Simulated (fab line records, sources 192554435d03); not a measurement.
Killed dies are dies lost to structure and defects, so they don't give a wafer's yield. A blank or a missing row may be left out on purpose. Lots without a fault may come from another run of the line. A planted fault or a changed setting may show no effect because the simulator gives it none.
Which tool did it? | flow n5_finfet | 24 lots, 72 wafers sampled, at 6 steps of a route of 1938

WHAT THE GAUGES READ, wafer by wafer
N5_BEOL_M4_CD_MEAS_18: pitch 36 nm, target cd 18 nm. Usual: cd_nm 18.21 nm, standard deviation 0.27.
lot  | measured     | on        | cd_nm (nm)        | flag
L074 | day 7 08:05  | cd_sem-03 | 18.46 18.01 18.30 |
L075 | day 7 20:01  | cd_sem-02 | 18.23 18.16 17.92 |
L076 | day 7 23:46  | cd_sem-01 | 17.65 18.62 18.19 |
L077 | day 8 01:28  | cd_sem-01 | 18.33 18.23 18.10 |
L078 | day 8 13:22  | cd_sem-02 | 18.13 18.29 17.90 |
L079 | day 8 16:50  | cd_sem-02 | 18.30 18.08 17.99 |
L080 | day 9 02:24  | cd_sem-01 | 17.97 18.22 18.05 |
L081 | day 9 03:02  | cd_sem-03 | 18.26 18.41 18.31 |
L082 | day 9 14:42  | cd_sem-01 | 18.71 18.08 17.71 |
L083 | day 9 20:30  | cd_sem-03 | 18.12 18.03 18.13 |
L084 | day 9 21:33  | cd_sem-01 | 18.48 18.24 17.80 |
L085 | day 10 04:08 | cd_sem-01 | 18.07 18.49 18.44 |
L086 | day 10 11:38 | cd_sem-02 | 18.45 18.06 18.04 |
L087 | day 11 02:32 | cd_sem-01 | 18.19 18.14 18.36 |
L088 | day 11 02:49 | cd_sem-03 | 18.00 18.47 18.06 |
L089 | day 11 09:01 | cd_sem-01 | 18.76 18.16 18.45 |
L090 | day 11 12:58 | cd_sem-01 | 17.84 18.15 17.97 |
L091 | day 11 21:20 | cd_sem-03 | 18.19 17.80 17.69 |
L092 | day 12 02:55 | cd_sem-01 | 18.01 18.59 18.47 |
L093 | day 12 07:17 | cd_sem-01 | 18.50 18.33 18.34 |
L094 | day 12 10:13 | cd_sem-02 | 18.02 18.17 18.36 |
L095 | day 12 16:41 | cd_sem-03 | 17.95 17.95 17.67 |
L096 | day 12 17:28 | cd_sem-02 | 18.51 18.09 18.44 |
L097 | day 13 21:03 | cd_sem-02 | 17.98 18.33 18.07 |

N5_BEOL_M4_OVL_MEAS_29. Usual: V3_OVL -0.1 nm, standard deviation 0.62.
lot  | measured     | on         | V3_OVL (nm)    | flag
L074 | day 7 08:26  | overlay-02 | 0.6 0.7 0.4    |
L075 | day 7 20:22  | overlay-02 | -0.8 -0.1 -0.2 |
L076 | day 8 00:07  | overlay-01 | -1.6 -1.2 0.9  |
L077 | day 8 01:56  | overlay-02 | -0.5 -1.0 0.0  |
L078 | day 8 13:53  | overlay-02 | -0.4 -1.3 -0.8 |
L079 | day 8 17:19  | overlay-01 | -0.3 0.2 0.5   |
L080 | day 9 02:45  | overlay-02 | 0.3 0.4 0.0    |
L081 | day 9 03:23  | overlay-02 | 0.0 -0.1 -0.1  |
L082 | day 9 15:03  | overlay-01 | -0.2 0.3 0.1   |
L083 | day 9 20:59  | overlay-02 | 0.2 -0.7 -0.3  |
L084 | day 9 22:01  | overlay-02 | -0.2 -0.8 -0.1 |
L085 | day 10 04:29 | overlay-01 | 0.2 -0.1 -0.8  |
L086 | day 10 11:59 | overlay-02 | 0.8 -0.1 0.5   |
L087 | day 11 02:53 | overlay-01 | 0.8 -0.2 0.7   |
L088 | day 11 03:10 | overlay-02 | 0.9 0.8 1.7    |
L089 | day 11 09:30 | overlay-01 | -1.7 0.0 -0.8  |
L090 | day 11 13:19 | overlay-01 | 0.5 0.6 -1.0   |
L091 | day 11 21:49 | overlay-01 | -0.7 0.1 -0.6  |
L092 | day 12 03:23 | overlay-02 | -1.0 0.1 -0.7  |
L093 | day 12 07:38 | overlay-01 | -0.2 -0.2 0.5  |
L094 | day 12 10:41 | overlay-02 | 0.5 0.2 -0.5   |
L095 | day 12 17:02 | overlay-01 | 0.1 0.2 0.4    |
L096 | day 12 17:49 | overlay-02 | 0.6 0.4 1.0    |
L097 | day 13 21:24 | overlay-01 | 0.7 -0.1 -0.7  |

N5_BEOL_M4_OCD_MEAS_38. Usual: trench_depth_nm 55.3 nm, standard deviation 0.85.
lot  | measured     | on     | trench_depth_nm (nm) | flag
L074 | day 7 09:55  | ocd-02 | 56.6 56.6 55.1       |
L075 | day 8 01:16  | ocd-01 | 54.6 55.3 55.6       |
L076 | day 8 04:23  | ocd-01 | 55.2 55.7 55.1       |
L077 | day 8 05:25  | ocd-01 | 55.8 54.2 55.3       |
L078 | day 8 20:52  | ocd-01 | 57.2 55.5 55.8       |
L079 | day 8 21:19  | ocd-01 | 55.6 55.0 54.0       |
L080 | day 9 03:59  | ocd-02 | 56.2 53.2 55.3       |
L081 | day 9 04:34  | ocd-01 | 55.8 55.4 54.1       |
L082 | day 9 22:45  | ocd-01 | 55.6 54.3 55.4       |
L083 | day 10 00:32 | ocd-02 | 55.3 54.7 54.3       |
L084 | day 10 00:33 | ocd-01 | 55.5 54.7 55.6       |
L085 | day 10 06:23 | ocd-01 | 55.5 55.6 55.8       |
L086 | day 11 01:24 | ocd-01 | 56.3 54.7 56.4       |
L087 | day 11 04:08 | ocd-01 | 54.3 53.7 54.4       |
L088 | day 11 04:53 | ocd-01 | 55.8 55.2 55.8       |
L089 | day 11 11:19 | ocd-02 | 54.5 55.0 56.0       |
L090 | day 11 20:59 | ocd-01 | 54.9 56.1 54.7       |
L091 | day 12 01:20 | ocd-01 | 55.0 55.0 55.1       |
L092 | day 12 06:10 | ocd-02 | 55.8 56.0 55.3       |
L093 | day 12 08:40 | ocd-01 | 54.4 57.8 55.3       |
L094 | day 12 12:08 | ocd-01 | 54.9 55.9 57.3       |
L095 | day 13 09:01 | ocd-02 | 54.0 55.3 55.7       |
L096 | day 13 13:50 | ocd-02 | 54.5 54.7 54.3       |
L097 | day 14 05:16 | ocd-01 | 56.2 55.9 57.1       |

WHICH TOOL RAN EACH LOT (tool, then ch and the chambers of the sampled wafers, then the start)
lot  | N5_BEOL_M3_SPUTTER_48        | N5_BEOL_M4_ETCH_63                 | N5_BEOL_M4_TRENCH_ETCH_37
L074 | pvd_sputter-01, day 7 02:02  | rie_diel-01 ch 2,3, day 7 07:38    | rie_diel-06 ch 0,1,2, day 7 09:55 or earlier
L075 | pvd_sputter-01, day 7 14:44  | rie_diel-06 ch 0,1,2, day 7 19:35  | rie_diel-01 ch 0,3, day 8 01:16 or earlier
L076 | pvd_sputter-03, day 7 18:31  | rie_diel-06 ch 0,2,3, day 7 23:14  | rie_diel-01 ch 0,1,3, day 8 04:23 or earlier
L077 | pvd_sputter-03, day 7 20:26  | rie_diel-06 ch 0,2, day 8 00:54    | rie_diel-01 ch 0,1, day 8 05:25 or earlier
L078 | pvd_sputter-02, day 8 08:59  | rie_diel-02 ch 0,1,3, day 8 12:58  | rie_diel-02 ch 0,1,2, day 8 20:52 or earlier
L079 | pvd_sputter-02, day 8 11:29  | rie_diel-01 ch 2,3, day 8 16:27    | rie_diel-01 ch 0,3, day 8 21:19 or earlier
L080 | pvd_sputter-02, day 8 21:24  | rie_diel-06 ch 1,2,3, day 9 01:40  | rie_diel-01 ch 0,1, day 9 03:59 or earlier
L081 | pvd_sputter-01, day 8 21:47  | rie_diel-06 ch 0,1, day 9 02:32    | rie_diel-02 ch 1,2,3, day 9 04:34 or earlier
L082 | pvd_sputter-01, day 9 10:25  | rie_diel-02 ch 0,1,2, day 9 14:19  | rie_diel-01 ch 0,2,3, day 9 22:45 or earlier
L083 | pvd_sputter-01, day 9 15:05  | rie_diel-02 ch 1,3, day 9 20:03    | rie_diel-06 ch 1,3, day 10 00:32 or earlier
L084 | pvd_sputter-01, day 9 17:00  | rie_diel-01 ch 0,1,3, day 9 21:10  | rie_diel-02 ch 0,2,3, day 10 00:33 or earlier
L085 | pvd_sputter-03, day 9 23:25  | rie_diel-06 ch 0,1,2, day 10 03:41 | rie_diel-02 ch 0,2,3, day 10 06:23 or earlier
L086 | pvd_sputter-01, day 10 06:57 | rie_diel-06 ch 0,1,3, day 10 11:10 | rie_diel-06 ch 0,1,3, day 11 01:24 or earlier
L087 | pvd_sputter-01, day 10 20:46 | rie_diel-06 ch 0,1,3, day 11 02:07 | rie_diel-01 ch 1,3, day 11 04:08 or earlier
L088 | pvd_sputter-03, day 10 21:56 | rie_diel-02 ch 1,2, day 11 02:26   | rie_diel-02 ch 0,1, day 11 04:53 or earlier
L089 | pvd_sputter-03, day 11 03:58 | rie_diel-02 ch 2,3, day 11 08:37   | rie_diel-02 ch 0,1,2, day 11 11:19 or earlier
L090 | pvd_sputter-03, day 11 08:58 | rie_diel-01 ch 1,3, day 11 12:35   | rie_diel-01 ch 2,3, day 11 20:59 or earlier
L091 | pvd_sputter-03, day 11 16:00 | rie_diel-06 ch 2,3, day 11 20:44   | rie_diel-01 ch 2,3, day 12 01:20 or earlier
L092 | pvd_sputter-01, day 11 21:29 | rie_diel-02 ch 2,3, day 12 02:31   | rie_diel-02 ch 0,3, day 12 06:10 or earlier
L093 | pvd_sputter-03, day 12 02:23 | rie_diel-02 ch 0,3, day 12 06:43   | rie_diel-01 ch 0,3, day 12 08:40 or earlier
L094 | pvd_sputter-03, day 12 04:26 | rie_diel-06 ch 0,2, day 12 09:34   | rie_diel-01 ch 0,2,3, day 12 12:08 or earlier
L095 | pvd_sputter-02, day 12 10:04 | rie_diel-06 ch 2,3, day 12 16:18   | rie_diel-01 ch 1,2,3, day 13 09:01 or earlier
L096 | pvd_sputter-03, day 12 13:19 | rie_diel-02 ch 1,3, day 12 17:05   | rie_diel-02 ch 0,1, day 13 13:50 or earlier
L097 | pvd_sputter-02, day 13 14:44 | rie_diel-01 ch 1,2,3, day 13 20:22 | rie_diel-06 ch 2,3, day 14 05:16 or earlier
- N5_BEOL_M3_SPUTTER_48: material Cu, target thk 4.5 nm, time 8.29 s.
- N5_BEOL_M4_ETCH_63: etches SiARC in CF4, target depth 15.6 nm, time 26 s.
- N5_BEOL_M4_TRENCH_ETCH_37: etches SiOC in C4F6/O2, target depth 55.555 nm, time 29.2 s.

WHAT THE TOOLS THEMSELVES READ (means of the sampled wafers that have a number; where no wafer has one, the mark that the record gives instead)
N5_BEOL_M3_SPUTTER_48. Usual: throttle_valve_pct 29.7 %, standard deviation 1.3.
lot  | tool           | throttle_valve_pct (%) | flag
L074 | pvd_sputter-01 | 29.3                   |
L075 | pvd_sputter-01 | 28.3                   |
L076 | pvd_sputter-03 | 30.6                   |
L077 | pvd_sputter-03 | 31.6                   |
L078 | pvd_sputter-02 | 29.3                   |
L079 | pvd_sputter-02 | 30.0                   |
L080 | pvd_sputter-02 | 29.7                   |
L081 | pvd_sputter-01 | 29.3                   |
L082 | pvd_sputter-01 | 28.7                   |
L083 | pvd_sputter-01 | 28.7                   |
L084 | pvd_sputter-01 | 28.5                   |
L085 | pvd_sputter-03 | 30.8                   |
L086 | pvd_sputter-01 | 28.6                   |
L087 | pvd_sputter-01 | 29.6                   |
L088 | pvd_sputter-03 | 31.6                   |
L089 | pvd_sputter-03 | 31.3                   |
L090 | pvd_sputter-03 | 30.7                   |
L091 | pvd_sputter-03 | 29.3                   |
L092 | pvd_sputter-01 | 27.7                   |
L093 | pvd_sputter-03 | 30.7                   |
L094 | pvd_sputter-03 | 30.6                   |
L095 | pvd_sputter-02 | 29.5                   |
L096 | pvd_sputter-03 | 29.8                   |
L097 | pvd_sputter-02 | 29.4                   |

N5_BEOL_M4_ETCH_63. Usual: chamber_pressure_mTorr 39.99 mTorr, standard deviation 0.032; drypump_motor_current_A 5.6 A, standard deviation 0.55; etch_rf_on_time_s 25.9 s, standard deviation 0.4; oes_product_au 0.71 a.u., standard deviation 0.049; rf_vpp_V 184.3 V, standard deviation 1.3; showerhead_plenum_p_Torr 2.16 Torr, standard deviation 0.082; throttle_valve_pct 15.56 %, standard deviation 0.15.
lot  | tool        | chamber_pressure_mTorr (mTorr) | drypump_motor_current_A (A) | etch_rf_on_time_s (s) | oes_product_au (a.u.) | rf_vpp_V (V) | showerhead_plenum_p_Torr (Torr) | throttle_valve_pct (%) | flag
L074 | rie_diel-01 | 40.03                          | 6.0                         | 25.9                  | 0.70                  | 183.7        | 2.10                            | 15.64                  |
L075 | rie_diel-06 | 39.99                          | 5.8                         | 26.2                  | 0.74                  | 184.5        | 2.20                            | 15.55                  |
L076 | rie_diel-06 | 39.99                          | 5.3                         | 25.7                  | 0.76                  | 184.8        | 2.26                            | 15.49                  |
L077 | rie_diel-06 | 40.02                          | 5.4                         | 25.9                  | 0.77                  | 185.3        | 2.26                            | 15.52                  |
L078 | rie_diel-02 | 40.02                          | 5.4                         | 25.5                  | 0.72                  | 184.6        | 2.14                            | 15.45                  |
L079 | rie_diel-01 | 40.00                          | 6.2                         | 26.0                  | 0.78                  | 183.4        | 2.09                            | 15.44                  |
L080 | rie_diel-06 | 39.97                          | 5.7                         | 25.7                  | 0.72                  | 185.0        | 2.19                            | 15.56                  |
L081 | rie_diel-06 | 39.97                          | 6.2                         | 26.2                  | 0.70                  | 183.5        | 2.13                            | 15.59                  |
L082 | rie_diel-02 | 40.00                          | 5.7                         | 25.7                  | 0.71                  | 184.6        | 2.20                            | 15.38                  |
L083 | rie_diel-02 | 39.97                          | 5.0                         | 26.0                  | 0.70                  | 182.7        | 2.10                            | 15.62                  |
L084 | rie_diel-01 | 40.02                          | 5.7                         | 26.5                  | 0.63                  | 183.4        | 2.08                            | 15.79                  |
L085 | rie_diel-06 | 39.99                          | 5.8                         | 26.1                  | 0.72                  | 184.2        | 2.19                            | 15.58                  |
L086 | rie_diel-06 | 40.02                          | 5.7                         | 26.2                  | 0.71                  | 185.4        | 2.19                            | 15.55                  |
L087 | rie_diel-06 | 39.99                          | 5.7                         | 26.3                  | 0.70                  | 184.5        | 2.19                            | 15.57                  |
L088 | rie_diel-02 | 39.98                          | 5.6                         | 25.7                  | 0.69                  | 184.9        | 2.19                            | 15.44                  |
L089 | rie_diel-02 | 40.05                          | 5.4                         | 25.9                  | 0.67                  | 184.6        | 2.18                            | 15.54                  |
L090 | rie_diel-01 | 39.97                          | 5.4                         | 26.5                  | 0.61                  | 183.3        | 2.10                            | 15.78                  |
L091 | rie_diel-06 | 40.00                          | 5.2                         | 25.3                  | 0.72                  | 185.7        | 2.24                            | 15.55                  |
L092 | rie_diel-02 | 39.98                          | 5.0                         | 25.8                  | 0.67                  | 183.4        | 2.12                            | 15.66                  |
L093 | rie_diel-02 | 39.97                          | 5.5                         | 25.6                  | 0.69                  | 184.1        | 2.14                            | 15.51                  |
L094 | rie_diel-06 | 39.98                          | 5.3                         | 25.9                  | 0.72                  | 185.7        | 2.25                            | 15.55                  |
L095 | rie_diel-06 | 40.00                          | 5.3                         | 25.4                  | 0.71                  | 186.1        | 2.24                            | 15.60                  |
L096 | rie_diel-02 | 40.00                          | 5.0                         | 26.1                  | 0.68                  | 183.5        | 2.09                            | 15.67                  |
L097 | rie_diel-01 | 39.97                          | 5.8                         | 26.1                  | 0.74                  | 183.4        | 2.09                            | 15.52                  |

N5_BEOL_M4_TRENCH_ETCH_37. Usual: chamber_pressure_mTorr 29.996 mTorr, standard deviation 0.026; drypump_motor_current_A 5.7 A, standard deviation 0.49; oes_f_703_au 0.82 a.u., standard deviation 0.07; oes_product_au 0.81 a.u., standard deviation 0.074; rf_vpp_V 663 V, standard deviation 5.9; showerhead_plenum_p_Torr 2.83 Torr, standard deviation 0.1; throttle_valve_pct 20.81 %, standard deviation 0.16.
lot  | tool        | chamber_pressure_mTorr (mTorr) | drypump_motor_current_A (A) | oes_f_703_au (a.u.) | oes_product_au (a.u.) | rf_vpp_V (V) | showerhead_plenum_p_Torr (Torr) | throttle_valve_pct (%) | flag
L074 | rie_diel-06 | 29.984                         | 5.8                         | 0.87                | 0.89                  | 671          | 2.93                            | 20.83                  |
L075 | rie_diel-01 | 30.016                         | 6.0                         | 0.78                | 0.76                  | 660          | 2.73                            | 21.01                  |
L076 | rie_diel-01 | 30.025                         | 5.7                         | 0.77                | 0.76                  | 662          | 2.76                            | 20.95                  |
L077 | rie_diel-01 | 29.985                         | 5.8                         | 0.73                | 0.71                  | 659          | 2.74                            | 21.06                  |
L078 | rie_diel-02 | 29.977                         | 5.8                         | 0.85                | 0.84                  | 658          | 2.92                            | 20.60                  |
L079 | rie_diel-01 | 29.992                         | 5.8                         | 0.81                | 0.79                  | 664          | 2.75                            | 20.90                  |
L080 | rie_diel-01 | 29.994                         | 5.8                         | 0.72                | 0.70                  | 659          | 2.74                            | 21.07                  |
L081 | rie_diel-02 | 29.998                         | 5.4                         | 0.83                | 0.82                  | 659          | 2.86                            | 20.71                  |
L082 | rie_diel-01 | 29.986                         | 6.1                         | 0.83                | 0.81                  | 660          | 2.75                            | 20.87                  |
L083 | rie_diel-06 | 29.997                         | 6.2                         | 0.80                | 0.80                  | 671          | 2.81                            | 20.80                  |
L084 | rie_diel-02 | 29.965                         | 5.5                         | 0.82                | 0.81                  | 658          | 2.87                            | 20.73                  |
L085 | rie_diel-02 | 30.007                         | 5.5                         | 0.82                | 0.81                  | 658          | 2.87                            | 20.74                  |
L086 | rie_diel-06 | 29.992                         | 5.7                         | 0.82                | 0.83                  | 673          | 2.90                            | 20.81                  |
L087 | rie_diel-01 | 29.984                         | 5.6                         | 0.78                | 0.76                  | 666          | 2.77                            | 20.88                  |
L088 | rie_diel-02 | 30.011                         | 5.7                         | 0.83                | 0.82                  | 658          | 2.88                            | 20.60                  |
L089 | rie_diel-02 | 30.003                         | 5.7                         | 0.82                | 0.80                  | 657          | 2.91                            | 20.63                  |
L090 | rie_diel-01 | 29.992                         | 6.0                         | 0.83                | 0.83                  | 664          | 2.76                            | 20.79                  |
L091 | rie_diel-01 | 29.983                         | 6.1                         | 0.85                | 0.85                  | 661          | 2.77                            | 20.73                  |
L092 | rie_diel-02 | 29.985                         | 5.1                         | 0.79                | 0.79                  | 662          | 2.79                            | 20.83                  |
L093 | rie_diel-01 | 30.002                         | 5.8                         | 0.87                | 0.87                  | 667          | 2.85                            | 20.82                  |
L094 | rie_diel-01 | 29.990                         | 6.1                         | 0.88                | 0.88                  | 664          | 2.85                            | 20.77                  |
L095 | rie_diel-01 | 30.002                         | 5.8                         | 0.88                | 0.87                  | 663          | 2.77                            | 20.75                  |
L096 | rie_diel-02 | 29.989                         | 5.7                         | 0.80                | 0.78                  | 658          | 2.88                            | 20.62                  |
L097 | rie_diel-06 | 30.014                         | 5.3                         | 0.82                | 0.82                  | 673          | 2.99                            | 20.94                  |

THE ANSWER, worked out from the rows above alone
Rule: a lot is off if the mean of its wafers that have a number lies more than 3 standard deviations from the usual mean. A lot without any number at a reading at which 4 lots or more have one is off too. The other lots that the step has rows for count as sound. The gauges are gone through in route order, then the tools' own readings, and for those a lot's mean is taken as printed above. The first step at which some lot is off is used, and at that step the reading that is off furthest; a lot without a number counts as furthest.
No lot is off at any reading shown: from this, nothing can be told.

WHAT THE SIMULATOR HAD PUT IN
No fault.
